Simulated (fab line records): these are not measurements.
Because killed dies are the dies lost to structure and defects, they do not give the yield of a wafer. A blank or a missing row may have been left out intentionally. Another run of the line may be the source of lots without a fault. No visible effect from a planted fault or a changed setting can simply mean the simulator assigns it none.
Chamber matching || flow nand harc || NHARC_P_M2_CMP_23 on cmp-01: 4 sister chambers
The step polishes, t overpolish 20 s, target thk 144.3 nm. 14 wafers are shown with their chamber, then 6 later ones without.

WAFERS, EACH WITH ITS CHAMBER
{"wafer": "L764.1", "chamber": 3, "motor current A (A)": 10.8, "time to endpoint s (s)": 29.3}
{"wafer": "L764.4", "chamber": 0, "motor current A (A)": 11.7, "time to endpoint s (s)": 31.5}
{"wafer": "L764.6", "chamber": 1, "motor current A (A)": 11.1, "time to endpoint s (s)": 29.6}
{"wafer": "L766.1", "chamber": 0, "motor current A (A)": 12.9, "time to endpoint s (s)": 30.2}
{"wafer": "L766.3", "chamber": 1, "motor current A (A)": 11.1, "time to endpoint s (s)": 28.5}
{"wafer": "L766.6", "chamber": 2, "motor current A (A)": 10.0, "time to endpoint s (s)": 28.4}
{"wafer": "L767.1", "chamber": 2, "motor current A (A)": 10.3, "time to endpoint s (s)": 27.3}
{"wafer": "L767.3", "chamber": 0, "motor current A (A)": 13.1, "time to endpoint s (s)": 29.8}
{"wafer": "L767.6", "chamber": 1, "motor current A (A)": 10.5, "time to endpoint s (s)": 27.7}
{"wafer": "L770.1", "chamber": 0, "motor current A (A)": 12.6, "time to endpoint s (s)": 32.0}
{"wafer": "L770.5", "chamber": 3, "motor current A (A)": 11.7, "time to endpoint s (s)": 27.4}
{"wafer": "L770.6", "chamber": 0, "motor current A (A)": 11.4, "time to endpoint s (s)": 30.4}
{"wafer": "L775.1", "chamber": 2, "motor current A (A)": 10.3, "time to endpoint s (s)": 26.4}
{"wafer": "L775.5", "chamber": 2, "motor current A (A)": 10.7, "time to endpoint s (s)": 26.7}

SIGNATURES (means of the wafers above)
{"reading": "motor current A", "chamber 0": 12.340, "chamber 1": 10.900, "chamber 2": 10.325, "chamber 3": 11.250, "scatter within a chamber": 0.561}
{"reading": "time to endpoint s", "chamber 0": 30.780, "chamber 1": 28.600, "chamber 2": 27.200, "chamber 3": 28.350, "scatter within a chamber": 0.97}
Rule: for a wafer and a chamber, the distance is found by dividing, reading by reading, the gap between the wafer's reading and the chamber's mean by the reading's scatter, squaring, summing and taking the root. The wafer belongs to the nearest chamber; if the next one is less than 2 further off, it can't be placed. The scatter is the square root of a quotient: the sum, over the shown wafers, of each reading's squared deviation from its chamber's mean, divided by wafers minus chambers.

WAFERS WITHOUT THEIR CHAMBER
{"wafer": "L775.6", "motor current A (A)": 11.1, "time to endpoint s (s)": 26.8}
{"wafer": "L778.1", "motor current A (A)": 10.1, "time to endpoint s (s)": 32.2}
{"wafer": "L778.4", "motor current A (A)": 11.2, "time to endpoint s (s)": 29.4}
{"wafer": "L778.5", "motor current A (A)": 9.7, "time to endpoint s (s)": 28.4}
{"wafer": "L780.4", "motor current A (A)": 10.4, "time to endpoint s (s)": 29.5}
{"wafer": "L780.6", "motor current A (A)": 12.6, "time to endpoint s (s)": 29.0}

WHICH CHAMBER EACH WENT THROUGH
{"wafer": "L775.6", "from the rows above": "can't be placed: 2 or 3 or 1", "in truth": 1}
{"wafer": "L778.1", "from the rows above": "can't be placed: 1 or 0 or 3 or 2", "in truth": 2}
{"wafer": "L778.4", "from the rows above": "can't be placed: 1 or 3 or 0 or 2", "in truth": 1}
{"wafer": "L778.5", "from the rows above": "can't be placed: 2 or 1 or 3", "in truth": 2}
{"wafer": "L780.4", "from the rows above": "can't be placed: 1 or 3 or 2", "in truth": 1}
{"wafer": "L780.6", "from the rows above": "can't be placed: 0 or 3 or 1", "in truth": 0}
Correctly placed: 0 of 6. From these rows, 6 cannot be placed; in 6 the true chamber is one of the candidates. 0 placed wrongly.
